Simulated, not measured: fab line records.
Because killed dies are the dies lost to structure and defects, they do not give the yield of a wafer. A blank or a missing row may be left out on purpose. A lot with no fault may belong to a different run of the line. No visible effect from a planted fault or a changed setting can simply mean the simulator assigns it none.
fab line records -- flow n5-finfet
record lots=4, wafers=12, last-day=17
route steps=1938 shown BEOL_M5@1129 PASSIVATION@1936
lots with no fault: from the same line, run without faults
start-h: the number of hours between the record's first day and the start of the first shown wafer of the lot -- wait-h: time in hours since the lot's previous step -- " same as the row above -- L1.1+2: several wafers, shown together as one row -- - either no value or no given start -- * or withheld: withheld -- < > ~ a bound
route shown NAME@n: NAME is a module with steps in the file, n the number in the route of the first one -- usual: mean/standard deviation of fault-free wafers -- same: alike in all rows -- chamber/n: place in a boat -- sites: each site's reading -- _std_site: standard deviation across them -- _edge_site: outer sites' mean less inner sites' -- radius-mm: for every site, how far away it sits from the centre of the wafer -- mask NAME#n: copy n -- behind: tool/chamber where the wafer was last shaped -- hold: what put the lot on hold/how long, in hours/how the hold closed -- device: transistor that didn't switch, given as n, p or np -- end of line: at the end of the route, the tests of the same wafers -- a step without rows: its recipe alone -- killed: not the wafer's yield, but the dies lost to structure and defects at the first sort -- map: per-die view of a wafer (x killed, . not killed, _ where there is no die)
set.NAME: the run value of the setting; set.NAME@STEP: its run value at that earlier step -- model.NAME: the simulator's own value behind a step, which no gauge read
lots at selected steps of the route; one table per step, one row per wafer
services: from which hour (start-h, from the record's first day; less than 0 if before it) a tool's chamber was out of use, for how many hours, and why
## steps
# step N5_BEOL_M5_DESCUM_16
# recipe chemistry=O2, time-s=7, source-power-w=50, bias-power-w=20, pressure-mtorr=20, rf-frequency-hz=2.712e+07, temp-c=40, resist=CAR-EUV, o2-flow-sccm=225
# step N5_BEOL_M5_ETCH_72
# recipe chemistry=N2/H2, target=underlayer, target-depth-a=65, mask-material=CAR-EUV, time-s=5.2, ion-energy-ev=200, pressure-mtorr=30, source-w=840, bias-w=150, n2-flow-sccm=200, h2-flow-sccm=200, ends=cleared
# step N5_BEOL_M5_ETCH_61
# recipe chemistry=CF4, target=SiARC, target-depth-a=156, mask-material=CAR-EUV, time-s=26, ion-energy-ev=80, pressure-mtorr=40, source-w=545, bias-w=36, Ar_flow_sccm=100, cf4-flow-sccm=100, ends=cleared
# step N5_BEOL_M5_ETCH_62
# recipe chemistry=N2/H2, target=SOC, target-depth-a=750, overetch-a=150, mask-material=SiARC, temp-c=40, time-s=112.5, ion-energy-ev=200, pressure-mtorr=30, source-w=840, bias-w=150, n2-flow-sccm=200, h2-flow-sccm=200
# step N5_BEOL_M5_STRIP_63
# recipe chemistry=N2/H2, temp-c=40, n2-flow-sccm=200, h2-flow-sccm=200, rf-frequency-hz=6e+07
# step N5_BEOL_M5_STRIP_73
# recipe chemistry=N2/H2, temp-c=40, n2-flow-sccm=200, h2-flow-sccm=200, rf-frequency-hz=6e+07
# step N5_BEOL_M5_STRIP_64
# recipe chemistry=CF4, resist=SiARC, power-w=300, bias-power-w=75, pressure-mtorr=50, cf4-flow-sccm=150, rf-frequency-hz=6e+07
# step N5_BEOL_M5_HM_OPEN_17
# recipe chemistry=Cl2/BCl3, target-depth-a=200, overetch-a=60, target=TiN, mask-material=SOC, ion-energy-ev=150, pressure-mtorr=10, icp-w=1000, bias-w=126, Cl2_flow_sccm=53.25, bcl3-flow-sccm=21.75, Ar_flow_sccm=25
# step N5_BEOL_M5_STRIP_19
# recipe chemistry=O2, power-w=400, temp-c=40, pressure-mtorr=30, rf-frequency-hz=6e+07, bias-power-w=0, overash-fraction=0.2, o2-flow-sccm=225
# step N5_BEOL_M5_COAT_65
# recipe resist=SOC, temp-c=250, time-s=60, spin-rpm=1500, resist-thk-nm=60
# step N5_BEOL_M5_COAT_66
# recipe resist=SiARC, temp-c=220, time-s=60, spin-rpm=1500, resist-thk-nm=12
# step N5_BEOL_M5_COAT_74
# recipe resist=underlayer, temp-c=205, time-s=60, spin-rpm=1500, resist-thk-nm=5
# usual spin-speed-rpm=1500.1/0.94
lot.wafer,tool,chamber,start-h,wait-h,spin-speed-rpm
L775.1,litho-track-05,0,222.59,-,1500.9
L775.3,litho-track-05,0,222.59,-,1499.9
L775.6,litho-track-05,0,222.59,-,1499.1
L785.2,litho-track-05,0,279.61,-,1383.2
L785.4,litho-track-05,0,279.61,-,1383.7
L785.5,litho-track-05,0,279.61,-,1384.0
L788.1,litho-track-05,0,291.15,-,1385.3
L788.4,litho-track-05,0,291.15,-,1384.4
L788.6,litho-track-05,0,291.15,-,1384.2
L790.1,litho-track-04,0,305.40,-,1500.1
L790.3,litho-track-04,0,305.40,-,1499.5
L790.6,litho-track-04,0,305.40,-,1500.3
# step N5_BEOL_M5_COAT_22
# recipe resist=CAR-EUV, spin-rpm=1500, resist-thk-nm=30
# step N5_BEOL_M5_EBR_24
# recipe solvent=PGMEA, ebr-width-mm=1.5
# step N5_BEOL_M5_SOFTBAKE_23
# recipe temp-c=110, time-s=60, resist=CAR-EUV
# step N5_BEOL_M5_EXPOSE_25
# recipe mask-id=V4, na=0.33, source-shape=quasar, sigma-inner=0.2, sigma-outer=0.6, polarization=unpolarized, defocus-nm=10, dose-mj=52.75
# step N5_BEOL_M5_PEB_26
# recipe peb-temp-c=100, peb-time-s=60, resist=CAR-EUV
# step N5_BEOL_M5_DEVELOP_27
# recipe develop-time-s=30, developer=TMAH, resist=CAR-EUV, rinse-liquid=surfactant-rinse, dry=air-spin, dev-temp-c=23
# step N5_BEOL_M5_DESCUM_33
# recipe chemistry=O2, time-s=7, source-power-w=50, bias-power-w=20, pressure-mtorr=20, rf-frequency-hz=2.712e+07, temp-c=40, resist=CAR-EUV, o2-flow-sccm=225
# step N5_BEOL_M5_ETCH_75
# recipe chemistry=N2/H2, target=underlayer, target-depth-a=65, mask-material=CAR-EUV, time-s=5.2, ion-energy-ev=200, pressure-mtorr=30, source-w=840, bias-w=150, n2-flow-sccm=200, h2-flow-sccm=200, ends=cleared
# usual drypump-motor-current-A=5.9/0.55, etch-rf-on-time-s=5.24/0.15, oes-product-au=0.68/0.087, rf-vpp-V=524.3/2.5, showerhead-plenum-p-Torr=2.57/0.075, throttle-valve-pct=17.82/0.22
lot.wafer,tool,chamber,start-h,wait-h,drypump-motor-current-A,etch-rf-on-time-s,oes-product-au,rf-hours-counter-h,rf-vpp-V,showerhead-plenum-p-Torr,throttle-valve-pct,model.etch.depth-nm
L775.1,rie-diel-05,3,223.40,0.0,5.9,5.39,0.60,184,525.0,2.64,18.17,5.028
L775.3,rie-diel-05,1,223.40,0.0,5.3,5.14,0.83,2,523.2,2.60,17.63,5.029
L775.6,rie-diel-05,3,223.40,0.0,5.8,5.35,0.60,-,525.2,2.64,18.15,5.013
L785.2,rie-diel-05,3,280.18,0.0,5.8,5.59,0.58,198,525.5,2.63,18.20,5.205
L785.4,rie-diel-05,1,280.18,0.0,5.4,5.33,0.79,17,523.9,2.59,17.66,5.207
L785.5,rie-diel-05,2,280.18,0.0,6.6,5.52,0.62,-,522.5,2.52,17.90,5.205
L788.1,rie-diel-03,3,291.58,0.0,4.8,5.40,0.60,208,525.1,2.63,18.01,5.222
L788.4,rie-diel-03,0,291.58,0.0,6.0,5.26,0.76,46,523.6,2.49,17.96,5.224
L788.6,rie-diel-03,2,291.58,0.0,5.9,5.44,0.77,-,525.3,2.60,17.95,5.203
L790.1,rie-diel-02,1,305.97,0.0,6.3,5.21,0.67,103,525.4,2.59,17.73,4.984
L790.3,rie-diel-02,0,305.97,0.0,5.2,5.23,0.80,9,523.1,2.59,17.46,4.988
L790.6,rie-diel-02,2,305.97,0.0,5.9,5.37,0.75,-,527.4,2.69,17.37,4.997
# step N5_BEOL_M5_ETCH_67
# recipe chemistry=CF4, target=SiARC, target-depth-a=156, mask-material=CAR-EUV, time-s=26, ion-energy-ev=80, pressure-mtorr=40, source-w=545, bias-w=36, Ar_flow_sccm=100, cf4-flow-sccm=100, ends=cleared
# usual drypump-motor-current-A=5.9/0.56, etch-rf-on-time-s=26.3/0.79, oes-product-au=0.68/0.087, rf-vpp-V=184.3/1.1, showerhead-plenum-p-Torr=2.16/0.059, throttle-valve-pct=15.57/0.23
lot.wafer,tool,chamber,start-h,wait-h,drypump-motor-current-A,etch-rf-on-time-s,oes-product-au,rf-hours-counter-h,rf-vpp-V,showerhead-plenum-p-Torr,throttle-valve-pct,model.CAR-EUV_of_BEOL_M5_COAT_22.thk-nm
L775.1,rie-diel-05,3,223.42,0.0,5.9,26.8,0.60,184,184.5,2.21,15.87,11.4
L775.3,rie-diel-05,1,223.42,0.0,5.3,26.0,0.83,2,185.9,2.19,15.36,11.4
L775.6,rie-diel-05,3,223.42,0.0,5.8,27.0,0.59,-,184.0,2.21,15.87,11.2
L785.2,rie-diel-05,3,280.19,0.0,5.8,26.5,0.59,198,184.6,2.20,15.90,10.8
L785.4,rie-diel-05,1,280.19,0.0,5.3,26.0,0.78,17,184.5,2.18,15.41,11
L785.5,rie-diel-05,2,280.19,0.0,6.6,26.5,0.62,-,185.2,2.12,15.58,10.8
L788.1,rie-diel-03,3,291.60,0.0,4.8,26.5,0.60,208,185.3,2.21,15.73,11
L788.4,rie-diel-03,0,291.60,0.0,5.9,25.4,0.76,46,183.5,2.09,15.67,11
L788.6,rie-diel-03,2,291.60,0.0,6.0,26.8,0.76,-,184.3,2.19,15.59,11
L790.1,rie-diel-02,1,305.99,0.0,6.3,26.5,0.66,103,184.1,2.17,15.35,11.2
L790.3,rie-diel-02,0,305.99,0.0,5.2,25.5,0.80,9,185.1,2.19,15.37,11.2
L790.6,rie-diel-02,2,305.99,0.0,5.9,27.3,0.74,-,186.2,2.28,15.21,11.4
# step N5_BEOL_M5_ETCH_68
# recipe chemistry=N2/H2, target=SOC, target-depth-a=800, overetch-a=160, mask-material=SiARC, temp-c=40, time-s=120, ion-energy-ev=200, pressure-mtorr=30, source-w=840, bias-w=150, n2-flow-sccm=200, h2-flow-sccm=200
# step N5_PASSIVATION_PROBE_49
# usual defect-limited-yield=91.1/1.4, killed_at_M0_to_M3=34/9.7, killed_at_M4_up=13/5.1, killed-at-contacts=14/6.3, killed-at-front-end=40/11, killed-at-other=3.5/2.7, killed-dies=105/16, killed-open=70/12, killed-short=34/7.8, sort_bin_5_function=5.2/0.88, sort_bin_6_memory=3.3/0.7, sort-n-pass=1074/17, sort-yield-pct=91.0/1.5
# same gross-dies=1180, killed-at-back-side=0, sort_bin_4_leakage[%]=0, sort_bin_8_speed[%]=0
lot.wafer,tool,chamber,start-h,wait-h,defect-limited-yield[%],killed_at_M0_to_M3,killed_at_M4_up,killed-at-contacts,killed-at-front-end,killed-at-other,killed-dies,killed-open,killed-short,sort_bin_5_function[%],sort_bin_6_memory[%],sort-n-pass,sort-yield-pct[%]
L785.2,prober-02,-,377.93,0.1,90.3,44,16,6,48,0,114,81,31,5.4,3.9,1066,90.3
L785.4,prober-02,-,378.03,0.2,87.5,68,10,14,54,2,148,107,41,7.8,4.3,1032,87.5
L790.3,prober-01,-,403.18,0.1,90.1,43,24,17,31,2,117,87,30,6.3,3.6,1063,90.1
L790.6,prober-01,-,403.33,0.3,92.5,31,14,14,27,2,88,62,24,4.5,2.9,1092,92.5
# killed by level:class
L785.2 FIN_SAQP:geometric-particle:open=22 BEOL_M0_SAQP:geometric-particle:open=17 BEOL_M0_SAQP:geometric-particle:short=11 BEOL_M3:geometric-particle:open=9 STI_FIN_REVEAL:geometric-particle:open=7 BEOL_M4:geometric-particle:open=7 DUMMY_GATE:geometric-particle:open=5 MOL_CONTACT_COAG:geometric-particle:open=5
L785.4 STI_FIN_REVEAL:geometric-particle:open=29 BEOL_M0_SAQP:geometric-particle:open=22 BEOL_M0_SAQP:geometric-particle:short=15 BEOL_M3:geometric-particle:open=14 MOL_CONTACT_COAG:geometric-particle:open=11 BEOL_M2:geometric-particle:open=6 FIN_SAQP:geometric-particle:short=5 FIN_SAQP:geometric-particle:open=5
L790.3 BEOL_M1:geometric-particle:open=19 MOL_CONTACT_COAG:geometric-particle:open=14 BEOL_M2:geometric-particle:open=12 BEOL_M4:geometric-particle:open=10 BEOL_M4:geometric-particle:short=8 FIN_SAQP:geometric-particle:open=7 BEOL_M3:geometric-particle:open=5 STI_FIN_REVEAL:geometric-particle:open=5
L790.6 MOL_CONTACT_COAG:geometric-particle:open=12 BEOL_M1:geometric-particle:open=8 BEOL_M4:geometric-particle:open=8 FIN_SAQP:geometric-particle:short=7 BEOL_M2:geometric-particle:open=6 BEOL_M3:geometric-particle:open=5 FIN_SAQP:geometric-particle:open=4 GATE_CUT:geometric-particle:short=4
## services
tool,chamber,start-h,hours,kind
rie-diel-02,2,214.60,-,clean
rie-diel-02,2,214.60,-,consumable-replace:focus-ring
rie-diel-02,2,214.60,-,consumable-replace:showerhead
rie-diel-02,2,214.60,22.7,scheduled-down
rie-diel-02,2,214.60,22.7,vent-cycle
rie-diel-02,0,254.63,-,clean
rie-diel-02,0,254.63,-,consumable-replace:focus-ring
rie-diel-02,0,254.63,32.4,scheduled-down
rie-diel-02,0,254.63,32.4,vent-cycle
litho-track-04,-,276.01,-,consumable-replace:filter
rie-diel-02,3,287.04,-,clean
rie-diel-02,3,287.04,-,consumable-replace:focus-ring
rie-diel-02,3,287.04,29.0,scheduled-down
rie-diel-02,3,287.04,29.0,vent-cycle
rie-diel-03,1,298.81,7.3,repair
## key
first-sign step=N5_BEOL_M5_COAT_74, reading=spin-speed-rpm, direction=down, sigmas=99+, usual=*, struck=*
effect none on later readings
model-effect step=N5_BEOL_M5_ETCH_75, value=etch.depth-nm, without=5.004, struck=5.211
model-effect step=N5_BEOL_M5_ETCH_67, value=CAR-EUV_of_BEOL_M5_COAT_22.thk-nm, without=11.2, struck=10.93
met-at N5_BEOL_M5_COAT_74
struck-wafers L785.2,L785.4,L785.5,L788.1,L788.4,L788.6
onset-between 222.59 279.61
fault kind=process-parameter-drift, tool=litho-track-05, chamber=-, onset-h=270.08, steps=N5_BEOL_M5_COAT_74, channel=spin-rpm, offset=*, shape=step, end-h=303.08, acts-in=*, stated=*
